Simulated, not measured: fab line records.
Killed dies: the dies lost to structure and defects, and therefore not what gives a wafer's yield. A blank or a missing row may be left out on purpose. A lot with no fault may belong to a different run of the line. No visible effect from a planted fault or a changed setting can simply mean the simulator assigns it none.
fab line records + flow nandHarc
[record]
- lots = 12
- wafers = 36
- lastDay = 34
route steps=1302 shown A_DECK1_JOINT@528 A_ONON_D2@566 END@1302
lots with no fault: from the same line, run without faults
startH: the number of hours between the record's first day and the start of the first shown wafer of the lot + waitH: hours from the lot's prior step to this one + " as in the row above + L1.1+2: a single row standing in for several wafers + - no value, or no start was given + * or withheld: withheld + < > ~ a bound
route shown NAME@n: names a module that has steps shown in the file, with the first one's number in the route + usual: average and standard deviation across the fault-free wafers + same: alike in all rows + chamber/n: place in a boat + sites: the reading at each site + _std_site: standard deviation of those values + _edge_site: the outer-site mean with the inner-site mean subtracted + radiusMm: for every site, how far away it sits from the centre of the wafer + mask NAME#n: copy n + behind: the most recent tool/chamber to have shaped the wafer + hold: reason for holding the lot/hours on hold/outcome of the hold + device: transistor that didn't switch, given as n, p or np + end of line: the route-end tests of the same wafers + a step given without rows: its recipe and nothing more + killed: dies lost to structure and defects at the first sort, not the wafer's yield + map: the dies of a wafer, with x for killed, . for not killed, _ for no die there
set.NAME: the setting that was run; set.NAME@STEP: the one run at that earlier step + model.NAME: the simulator's own value behind a step, which no gauge read
the route's steps for a sample of lots (tables are steps, rows are wafers)
services: a tool's chamber out of use, with start hour (startH, from the record's first day; less than 0 if before it), hours out, and reason
[[steps]]
[step NHARC_A_DECK1_JOINT_THK_MEAS_14]
[recipe]
- thkMeasGauge = ellipsometry
[usual]
- thkNm = 51.3/1.2
| lot.wafer | tool         | chamber | startH | waitH | thkNm |
|-----------|--------------|---------|--------|-------|-------|
| L458.3    | filmMetro-02 | -       | 251.45 | 0.2   | 50.3  |
| L458.4    | "            | -       | "      | "     | 52.3  |
| L458.6    | "            | -       | "      | "     | 52.5  |
| L460.2    | filmMetro-02 | -       | 275.62 | 0.2   | 49.2  |
| L460.3    | "            | -       | "      | "     | 49.3  |
| L460.5    | "            | -       | "      | "     | 51.7  |
| L461.1    | filmMetro-02 | -       | 282.56 | 0.2   | 51.5  |
| L461.4    | "            | -       | "      | "     | 52.3  |
| L461.5    | "            | -       | "      | "     | 51.7  |
| L464.2    | filmMetro-02 | -       | 316.98 | 0.2   | 49.8  |
| L464.3    | "            | -       | "      | "     | 50.0  |
| L464.5    | "            | -       | "      | "     | 51.0  |
| L466.1    | filmMetro-01 | -       | 347.74 | 0.2   | 50.9  |
| L466.5    | "            | -       | "      | "     | 50.1  |
| L466.6    | "            | -       | "      | "     | 51.6  |
| L469.1    | filmMetro-01 | -       | 362.15 | 0.2   | 50.1  |
| L469.3    | "            | -       | "      | "     | 52.0  |
| L469.4    | "            | -       | "      | "     | 49.5  |
| L474.1    | filmMetro-02 | -       | 422.74 | 0.2   | 48.8  |
| L474.4    | "            | -       | "      | "     | 50.1  |
| L474.5    | "            | -       | "      | "     | 52.9  |
| L475.1    | filmMetro-01 | -       | 422.74 | 0.2   | 50.0  |
| L475.2    | "            | -       | "      | "     | 50.3  |
| L475.6    | "            | -       | "      | "     | 50.8  |
| L476.2    | filmMetro-02 | -       | 430.09 | 0.2   | 51.0  |
| L476.3    | "            | -       | "      | "     | 51.7  |
| L476.6    | "            | -       | "      | "     | 51.2  |
| L477.4    | filmMetro-01 | -       | 457.70 | 0.2   | 50.6  |
| L477.5    | "            | -       | "      | "     | 51.7  |
| L477.6    | "            | -       | "      | "     | 52.7  |
| L479.3    | filmMetro-02 | -       | 475.07 | 0.2   | 51.2  |
| L479.4    | "            | -       | "      | "     | 49.9  |
| L479.5    | "            | -       | "      | "     | 50.3  |
| L480.3    | filmMetro-01 | -       | 481.02 | 0.2   | 50.5  |
| L480.4    | "            | -       | "      | "     | 51.0  |
| L480.6    | "            | -       | "      | "     | 52.4  |
[step NHARC_A_DECK1_JOINT_DEP_16]
[recipe]
- targetThkA = 450
- tempC = 400
- pressureTorr = 6.5
- rfW = 900
- teosFlowSccm = 161.4
- flowSccm = 2650
- targetThkNm = 45
- gas = O2
- material = SiO2
[usual]
- heaterPowerW = 519/87
- mfcPrecursorSccm = 161.3/0.52
- rfFwdPowerW = 895.6/2.8
- throttleValvePct = 15.9/0.46
| lot.wafer | tool     | chamber | startH | waitH | heaterPowerW | mfcPrecursorSccm | rfFwdPowerW | throttleValvePct |
|-----------|----------|---------|--------|-------|--------------|------------------|-------------|------------------|
| L458.3    | pecvd-01 | 0       | 276.54 | 0.1   | 546          | 161.1            | 899.6       | 15.6             |
| L458.6    | "        | 2       | "      | "     | 510          | 161.3            | 895.8       | 16.0             |
| L458.4    | "        | 0       | "      | "     | 552          | 160.7            | 900.3       | 15.5             |
| L460.2    | pecvd-03 | 0       | 298.35 | 0.1   | 648          | 161.1            | 899.9       | 16.4             |
| L460.3    | "        | 1       | "      | "     | 619          | 160.7            | 893.9       | 16.2             |
| L460.5    | "        | 2       | "      | "     | 422          | 161.1            | 893.9       | 16.4             |
| L461.1    | pecvd-02 | 1       | 305.31 | 0.1   | 431          | 161.2            | 897.2       | 15.1             |
| L461.5    | "        | 1       | "      | "     | 440          | 161.8            | 901.1       | 15.2             |
| L461.4    | "        | 0       | "      | "     | 533          | 162.2            | 890.9       | 16.3             |
| L464.3    | pecvd-03 | 1       | 340.01 | 0.1   | 557          | 162.4            | 898.2       | 16.3             |
| L464.2    | "        | 0       | "      | "     | 600          | 161.1            | 898.1       | 16.3             |
| L464.5    | "        | 1       | "      | "     | 557          | 161.4            | 897.0       | 16.5             |
| L466.1    | pecvd-02 | 1       | 372.04 | 0.1   | 523          | 160.9            | 895.4       | 15.1             |
| L466.6    | "        | 2       | "      | "     | 578          | 161.8            | 893.1       | 16.0             |
| L466.5    | "        | 0       | "      | "     | 529          | 162.3            | 894.9       | 16.4             |
| L469.1    | pecvd-03 | 0       | 393.46 | 0.1   | 568          | 162.1            | 898.4       | 16.1             |
| L469.3    | "        | 2       | "      | "     | 387          | 160.9            | 897.7       | 16.3             |
| L469.4    | "        | 1       | "      | "     | 679          | 161.6            | 894.6       | 15.9             |
| L475.2    | pecvd-02 | 0       | 449.53 | 0.1   | 544          | 161.2            | 897.6       | 15.6             |
| L475.1    | "        | 1       | "      | "     | 482          | 161.1            | 895.5       | 14.6             |
| L475.6    | "        | 2       | "      | "     | 575          | 161.4            | 895.0       | 15.9             |
| L474.1    | pecvd-01 | 0       | 449.59 | 0.1   | 566          | 161.7            | 895.1       | 15.8             |
| L474.5    | "        | 1       | "      | "     | 452          | 160.7            | 893.7       | 15.9             |
| L474.4    | "        | 0       | "      | "     | 549          | 162.5            | 897.0       | 15.8             |
| L476.2    | pecvd-03 | 1       | 452.13 | 0.1   | 557          | 161.5            | 890.9       | 15.9             |
| L476.3    | "        | 0       | "      | "     | 626          | 161.2            | 898.2       | 16.2             |
| L476.6    | "        | 2       | "      | "     | 452          | 160.8            | 892.9       | 16.4             |
| L477.4    | pecvd-01 | 2       | 481.99 | 0.2   | 425          | 161.4            | 898.1       | 15.7             |
| L477.5    | "        | 2       | "      | "     | 422          | 160.8            | 896.3       | 15.6             |
| L477.6    | "        | 1       | "      | "     | 378          | 161.3            | 893.8       | 15.6             |
| L479.3    | pecvd-02 | 1       | 504.09 | 0.1   | 443          | 161.4            | 894.5       | 14.9             |
| L479.4    | "        | 0       | "      | "     | 579          | 161.3            | 893.7       | 15.6             |
| L479.5    | "        | 1       | "      | "     | 462          | 160.9            | 887.1       | 14.7             |
| L480.3    | pecvd-03 | 1       | 508.17 | 0.1   | 647          | 161.1            | 891.3       | 16.1             |
| L480.4    | "        | 1       | "      | "     | 658          | 161.2            | 892.8       | 16.2             |
| L480.6    | "        | 2       | "      | "     | 435          | 161.6            | 896.6       | 16.3             |
[step NHARC_A_ONON_D2_DEP_33]
[recipe]
- targetThkA = 2000
- tempC = 400
- pressureTorr = 6.5
- rfW = 900
- teosFlowSccm = 161.4
- flowSccm = 2650
- targetThkNm = 200
- gas = O2
- material = SiO2
[usual]
- heaterPowerW = 523/91
- mfcPrecursorSccm = 161.5/0.49
- rfFwdPowerW = 897.3/2.9
- throttleValvePct = 16.0/0.4
| lot.wafer | tool     | chamber | startH | waitH | heaterPowerW | mfcPrecursorSccm | rfFwdPowerW | throttleValvePct |
|-----------|----------|---------|--------|-------|--------------|------------------|-------------|------------------|
| L458.3    | pecvd-03 | 1       | 289.41 | 0.1   | 643          | 160.8            | 899.8       | 16.2             |
| L458.6    | "        | 2       | "      | "     | 455          | 161.4            | 898.5       | 16.3             |
| L458.4    | "        | 1       | "      | "     | 663          | 161.1            | 893.4       | 16.4             |
| L460.3    | pecvd-04 | 1       | 314.03 | 0.1   | 509          | 160.5            | 899.9       | 16.8             |
| L460.2    | "        | 0       | "      | "     | 433          | 161.7            | 900.1       | 16.2             |
| L460.5    | "        | 0       | "      | "     | 440          | 162.5            | 897.1       | 16.1             |
| L461.1    | pecvd-04 | 0       | 318.27 | 0.1   | 450          | 161.3            | 897.6       | 15.9             |
| L461.4    | "        | 1       | "      | "     | 527          | 161.0            | 897.3       | 16.4             |
| L461.5    | "        | 2       | "      | "     | 431          | 160.7            | 891.8       | 15.4             |
| L464.2    | pecvd-03 | 1       | 352.87 | 0.1   | 561          | 161.3            | 897.5       | 16.5             |
| L464.3    | "        | 2       | "      | "     | 452          | 161.2            | 894.7       | 16.3             |
| L464.5    | "        | 2       | "      | "     | 460          | 161.6            | 896.9       | 16.5             |
| L466.1    | pecvd-03 | 2       | 384.79 | 0.1   | 486          | 161.9            | 898.3       | 16.2             |
| L466.6    | "        | 2       | "      | "     | 497          | 161.6            | 895.7       | 16.1             |
| L466.5    | "        | 0       | "      | "     | 560          | 131.0            | 899.6       | 15.9             |
| L469.3    | pecvd-03 | 1       | 406.38 | 0.1   | 620          | 161.7            | 897.1       | 16.2             |
| L469.1    | "        | 2       | "      | "     | 454          | 162.3            | 899.5       | 16.3             |
| L469.4    | "        | 0       | "      | "     | 601          | 131.9            | 896.3       | 15.7             |
| L474.1    | pecvd-03 | 1       | 462.49 | 0.1   | 608          | 161.0            | 894.5       | 16.3             |
| L474.5    | "        | 0       | "      | "     | 629          | 161.1            | 898.6       | 16.0             |
| L474.4    | "        | 2       | "      | "     | 469          | 161.6            | 898.4       | 16.3             |
| L475.1    | pecvd-01 | 2       | 462.60 | 0.1   | 505          | 161.3            | 895.4       | 15.6             |
| L475.2    | "        | 1       | "      | "     | 476          | 161.3            | 894.5       | 15.9             |
| L475.6    | "        | 0       | "      | "     | 514          | 161.1            | 897.6       | 16.0             |
| L476.2    | pecvd-01 | 1       | 462.91 | 0.2   | 390          | 161.0            | 898.3       | 16.1             |
| L476.3    | "        | 2       | "      | "     | 451          | 161.6            | 892.8       | 15.8             |
| L476.6    | "        | 0       | "      | "     | 598          | 160.7            | 903.1       | 15.8             |
| L477.4    | pecvd-03 | 0       | 496.89 | 0.2   | 627          | 162.3            | 901.6       | 16.3             |
| L477.6    | "        | 1       | "      | "     | 692          | 161.3            | 892.5       | 16.1             |
| L477.5    | "        | 2       | "      | "     | 477          | 161.8            | 893.6       | 16.4             |
| L480.3    | pecvd-03 | 2       | 519.48 | 0.1   | 410          | 160.5            | 896.9       | 16.2             |
| L480.4    | "        | 2       | "      | "     | 422          | 160.5            | 896.5       | 16.6             |
| L480.6    | "        | 1       | "      | "     | 668          | 161.6            | 898.3       | 16.0             |
| L479.3    | pecvd-01 | 2       | 519.49 | 0.1   | 441          | 160.4            | 893.0       | 15.4             |
| L479.4    | "        | 2       | "      | "     | 469          | 161.1            | 893.6       | 16.0             |
| L479.5    | "        | 0       | "      | "     | 576          | 161.2            | 900.1       | 15.5             |
[step NHARC_A_ONON_D2_THK_MEAS_34]
[recipe]
- thkMeasGauge = ellipsometry
[usual]
- thkNm = 200.0/2.7
| lot.wafer | tool         | chamber | startH | waitH | thkNm |
|-----------|--------------|---------|--------|-------|-------|
| L458.3    | filmMetro-02 | -       | 289.74 | -     | 201.9 |
| L458.4    | "            | -       | "      | "     | 202.1 |
| L458.6    | "            | -       | "      | "     | 201.0 |
| L460.2    | filmMetro-02 | -       | 314.47 | -     | 196.1 |
| L460.3    | "            | -       | "      | "     | 201.6 |
| L460.5    | "            | -       | "      | "     | 198.4 |
| L461.1    | filmMetro-02 | -       | 318.59 | -     | 195.6 |
| L461.4    | "            | -       | "      | "     | 200.6 |
| L461.5    | "            | -       | "      | "     | 197.8 |
| L464.2    | filmMetro-01 | -       | 353.28 | -     | 202.9 |
| L464.3    | "            | -       | "      | "     | 195.5 |
| L464.5    | "            | -       | "      | "     | 201.7 |
| L466.1    | filmMetro-01 | -       | 385.21 | -     | 201.4 |
| L466.5    | "            | -       | "      | "     | 162.2 |
| L466.6    | "            | -       | "      | "     | 202.2 |
| L469.1    | filmMetro-02 | -       | 406.75 | -     | 202.1 |
| L469.3    | "            | -       | "      | "     | 199.8 |
| L469.4    | "            | -       | "      | "     | 164.5 |
| L474.1    | filmMetro-02 | -       | 462.85 | -     | 200.4 |
| L474.4    | "            | -       | "      | "     | 203.1 |
| L474.5    | "            | -       | "      | "     | 200.0 |
| L475.1    | filmMetro-01 | -       | 463.01 | -     | 200.5 |
| L475.2    | "            | -       | "      | "     | 202.2 |
| L475.6    | "            | -       | "      | "     | 204.0 |
| L476.2    | filmMetro-01 | -       | 463.28 | -     | 198.6 |
| L476.3    | "            | -       | "      | "     | 201.1 |
| L476.6    | "            | -       | "      | "     | 202.5 |
| L477.4    | filmMetro-02 | -       | 497.17 | -     | 199.3 |
| L477.5    | "            | -       | "      | "     | 205.0 |
| L477.6    | "            | -       | "      | "     | 202.6 |
| L480.3    | filmMetro-01 | -       | 519.89 | -     | 200.0 |
| L480.4    | "            | -       | "      | "     | 203.5 |
| L480.6    | "            | -       | "      | "     | 200.5 |
| L479.3    | filmMetro-02 | -       | 519.90 | -     | 194.9 |
| L479.4    | "            | -       | "      | "     | 197.9 |
| L479.5    | "            | -       | "      | "     | 198.2 |
[step NHARC_A_ONON_D2_INSPECT_32]
[usual]
- rawDefectCount = 400/130
| lot.wafer | tool             | chamber | startH | waitH | rawDefectCount |
|-----------|------------------|---------|--------|-------|----------------|
| L458.3    | defectInspect-01 | -       | 289.80 | 0.0   | 476            |
| L458.4    | "                | -       | "      | "     | 274            |
| L458.6    | "                | -       | "      | "     | 323            |
| L460.2    | defectInspect-02 | -       | 314.53 | 0.0   | 329            |
| L460.3    | "                | -       | "      | "     | 415            |
| L460.5    | "                | -       | "      | "     | 461            |
| L461.1    | defectInspect-02 | -       | 318.68 | 0.0   | 711            |
| L461.4    | "                | -       | "      | "     | 602            |
| L461.5    | "                | -       | "      | "     | 715            |
| L464.2    | defectInspect-02 | -       | 353.37 | 0.0   | 302            |
| L464.3    | "                | -       | "      | "     | 257            |
| L464.5    | "                | -       | "      | "     | 310            |
| L466.1    | defectInspect-02 | -       | 385.27 | 0.0   | 539            |
| L466.5    | "                | -       | "      | "     | 434            |
| L466.6    | "                | -       | "      | "     | 408            |
| L469.1    | defectInspect-02 | -       | 406.84 | 0.0   | 293            |
| L469.3    | "                | -       | "      | "     | 423            |
| L469.4    | "                | -       | "      | "     | 317            |
| L474.1    | defectInspect-01 | -       | 462.92 | 0.0   | 518            |
| L474.4    | "                | -       | "      | "     | 355            |
| L474.5    | "                | -       | "      | "     | 388            |
| L475.1    | defectInspect-01 | -       | 463.07 | 0.0   | 402            |
| L475.2    | "                | -       | "      | "     | 428            |
| L475.6    | "                | -       | "      | "     | 276            |
| L476.2    | defectInspect-02 | -       | 463.36 | 0.0   | 302            |
| L476.3    | "                | -       | "      | "     | 507            |
| L476.6    | "                | -       | "      | "     | 238            |
| L477.4    | defectInspect-02 | -       | 497.26 | 0.0   | 281            |
| L477.5    | "                | -       | "      | "     | 493            |
| L477.6    | "                | -       | "      | "     | 284            |
| L480.3    | defectInspect-02 | -       | 519.98 | 0.0   | 557            |
| L480.4    | "                | -       | "      | "     | 529            |
| L480.6    | "                | -       | "      | "     | 362            |
| L479.3    | defectInspect-01 | -       | 519.98 | 0.0   | 285            |
| L479.4    | "                | -       | "      | "     | 521            |
| L479.5    | "                | -       | "      | "     | 385            |
[step NHARC_END_SORT_01]
[recipe]
- tempC = 25
[usual]
- killedAtArray = 51/18
- killedAtOther = 1.0/1.2
- killedAtPeriphery = 3.7/2.9
- killedDies = 55/19
- killedOpen = 3.5/1.9
- killedShort = 2.6/1.6
[same]
- grossDies = 677
| lot.wafer | tool      | chamber | startH | waitH | killedAtArray | killedAtOther | killedAtPeriphery | killedDies | killedOpen | killedShort |
|-----------|-----------|---------|--------|-------|---------------|---------------|-------------------|------------|------------|-------------|
| L464.2    | prober-02 | 0       | 637.51 | 2.8   | 68            | 0             | 3                 | 71         | 3          | 1           |
| L464.3    | prober-02 | 0       | 638.31 | 3.1   | 68            | 0             | 2                 | 70         | 5          | 3           |
| L464.5    | prober-02 | 0       | 639.92 | 3.7   | 68            | 0             | 1                 | 69         | 2          | 1           |
| L474.1    | prober-01 | 0       | 739.84 | 2.5   | 55            | 0             | 1                 | 56         | 1          | 3           |
| L474.4    | prober-01 | 0       | 742.20 | 3.4   | 50            | 0             | 4                 | 54         | 4          | 2           |
| L474.5    | prober-01 | 0       | 742.99 | 3.7   | 49            | 0             | 3                 | 52         | 0          | 0           |
| L476.2    | prober-02 | 0       | 740.70 | 2.8   | 51            | 3             | 5                 | 59         | 6          | 7           |
| L477.4    | prober-02 | 0       | 779.73 | 3.4   | 65            | 0             | 4                 | 69         | 3          | 4           |
| L477.5    | prober-02 | 0       | 780.52 | 3.7   | 54            | 1             | 5                 | 60         | 2          | 6           |
| L477.6    | prober-02 | 0       | 781.32 | 4.0   | 53            | 1             | 4                 | 58         | 5          | 1           |
// killed by level:class
L464.2 A_CHANNEL_HOLE_D1:chamberFilmFlake=28 A_SLIT:chamberFilmFlake=26 A_CHANNEL_HOLE_D2:chamberFilmFlake=5 A_STAIRCASE:chamberFilmFlake=2 P_CONTACT:geometricParticle:open=1 A_SOURCE_PLATE:geometricParticle:short=1 A_ONON_D2:geometricParticle:open=1 A_BLC:geometricParticle:open=1
L464.3 A_CHANNEL_HOLE_D1:chamberFilmFlake=32 A_CHANNEL_HOLE_D2:chamberFilmFlake=9 A_SLIT:chamberFilmFlake=8 A_M0:chamberFilmFlake=3 A_CHANNEL_FILL_D1:geometricParticle:short=2 A_ZERO_WELL:chamberFilmFlake=2 A_DECK1_JOINT:chamberFilmFlake=2 A_CONTACT:chamberFilmFlake=2
L464.5 A_CHANNEL_HOLE_D1:chamberFilmFlake=32 A_SLIT:chamberFilmFlake=20 A_CHANNEL_HOLE_D2:chamberFilmFlake=6 A_M0:chamberFilmFlake=3 A_ZERO_WELL:chamberFilmFlake=2 P_GATE:geometricParticle:open=1 A_WL_FILL:geometricParticle:short=1 A_M0:geometricParticle:open=1
L474.1 A_SLIT:chamberFilmFlake=24 A_CHANNEL_HOLE_D2:chamberFilmFlake=17 A_CHANNEL_HOLE_D1:chamberFilmFlake=5 A_CHANNEL_FILL_D2:chamberFilmFlake=2 A_CONTACT:chamberFilmFlake=2 A_ONON_D1:geometricParticle:short=1 A_DECK1_JOINT:geometricParticle:short=1 A_CHANNEL_FILL_D2:geometricParticle:open=1
L476.2 A_CHANNEL_HOLE_D2:chamberFilmFlake=28 A_CHANNEL_HOLE_D1:chamberFilmFlake=6 A_CONTACT:chamberFilmFlake=4 A_SLIT:chamberFilmFlake=3 A_WL_FILL:geometricParticle:open=2 THIN_TSV:chamberFilmFlake=2 P_CONTACT:geometricParticle:short=1 P_CONTACT:geometricParticle:open=1
L474.4 A_SLIT:chamberFilmFlake=30 A_CHANNEL_HOLE_D2:chamberFilmFlake=9 A_CHANNEL_HOLE_D1:chamberFilmFlake=3 A_CONTACT:chamberFilmFlake=2 P_CONTACT:geometricParticle:open=1 P_M0:geometricParticle:open=1 A_ONON_D1:geometricParticle:short=1 A_CHANNEL_FILL_D1:geometricParticle:open=1
L474.5 A_CHANNEL_HOLE_D2:chamberFilmFlake=21 A_SLIT:chamberFilmFlake=18 A_CHANNEL_HOLE_D1:chamberFilmFlake=4 P_STI:chamberFilmFlake=2 A_DECK1_JOINT:chamberFilmFlake=2 A_CONTACT:chamberFilmFlake=2 P_GATE:chamberFilmFlake=1 A_CHANNEL_FILL_D2:chamberFilmFlake=1
L477.4 A_CHANNEL_HOLE_D2:chamberFilmFlake=22 A_SLIT:chamberFilmFlake=21 A_CHANNEL_HOLE_D1:chamberFilmFlake=8 P_M0:chamberFilmFlake=3 A_CHANNEL_FILL_D1:geometricParticle:short=2 A_CONTACT:chamberFilmFlake=2 A_M0:chamberFilmFlake=2 P_CONTACT:geometricParticle:short=1
L477.5 A_SLIT:chamberFilmFlake=36 A_CHANNEL_HOLE_D2:chamberFilmFlake=8 P_M0:chamberFilmFlake=4 A_CHANNEL_HOLE_D1:chamberFilmFlake=3 P_CONTACT:geometricParticle:short=1 A_DECK1_JOINT:geometricParticle:short=1 A_CHANNEL_FILL_D2:geometricParticle:open=1 A_CHANNEL_FILL_D2:geometricParticle:short=1
L477.6 A_CHANNEL_HOLE_D2:chamberFilmFlake=29 A_SLIT:chamberFilmFlake=9 A_CHANNEL_HOLE_D1:chamberFilmFlake=7 P_M0:chamberFilmFlake=2 P_GATE:geometricParticle:open=1 P_M0:geometricParticle:open=1 A_CHANNEL_FILL_D1:geometricParticle:open=1 A_ONON_D2:geometricParticle:open=1
[[services]]
| tool     | chamber | startH | hours | kind      |
|----------|---------|--------|-------|-----------|
| pecvd-01 | -       | 263.46 | 2.7   | repair    |
| pecvd-04 | -       | 269.38 | 13.0  | pm        |
| pecvd-02 | -       | 290.81 | 1.7   | repair    |
| pecvd-01 | 2       | 299.59 | 11.9  | repair    |
| pecvd-03 | -       | 305.98 | 0.3   | repair    |
| pecvd-01 | -       | 311.00 | 13.0  | pm        |
| pecvd-03 | -       | 317.97 | 1.2   | repair    |
| pecvd-01 | 1       | 331.17 | 8.5   | repair    |
| pecvd-01 | -       | 332.68 | 0.8   | repair    |
| pecvd-03 | -       | 366.00 | 13.0  | pm        |
| pecvd-03 | 0       | 366.00 | 13.0  | ventCycle |
| pecvd-03 | 1       | 366.00 | 13.0  | ventCycle |
| pecvd-03 | 2       | 366.00 | 13.0  | ventCycle |
| pecvd-03 | -       | 379.03 | 0.9   | repair    |
| pecvd-04 | 1       | 380.23 | 3.6   | repair    |
| pecvd-02 | 2       | 388.39 | 26.4  | repair    |
| pecvd-02 | 1       | 390.43 | 26.2  | repair    |
| pecvd-02 | -       | 408.56 | 13.0  | pm        |
| pecvd-04 | -       | 450.65 | 13.0  | pm        |
| pecvd-01 | -       | 451.35 | 1.0   | repair    |
| pecvd-01 | 0       | 474.91 | 17.9  | repair    |
| pecvd-01 | -       | 492.09 | 13.0  | pm        |
| pecvd-04 | 1       | 492.80 | 18.8  | repair    |
| pecvd-04 | 1       | 512.93 | 2.7   | repair    |
[[key]]
[firstSign]
- step = NHARC_A_ONON_D2_DEP_33
- reading = mfcPrecursorSccm
- direction = down
- sigmas = 61
- usual = 161.5
- struck = 131.4
[effect]
- step = NHARC_A_ONON_D2_THK_MEAS_34
- reading = thkNm
- direction = down
- sigmas = 14
- usual = 200.0
- struck = 163.3
metAt NHARC_A_ONON_D2_DEP_33
struckLots L466,L469
struckWafers L466.5,L469.4
testerLeftOut L466,L469
notActingAt NHARC_A_DECK1_JOINT_THK_MEAS_14,NHARC_A_DECK1_JOINT_DEP_16,NHARC_A_ONON_D2_INSPECT_32
[fault]
- kind = processParameterDrift
- tool = pecvd-03
- chamber = 0
- onsetH = 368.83
- steps = NHARC_A_ONON_D2_DEP_33
- channel = teosFlowSccm
- offset = *
- shape = step
- endH = 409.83
- actsIn = *
- stated = *
// testerLeftOut: of these lots the tester's yield and bins aren't shown, on N5 and GAA mostly nor the transistor test; their killed dies are dies lost to structure and defects alone, not to doping, threshold or leakage, so they don't give the yield
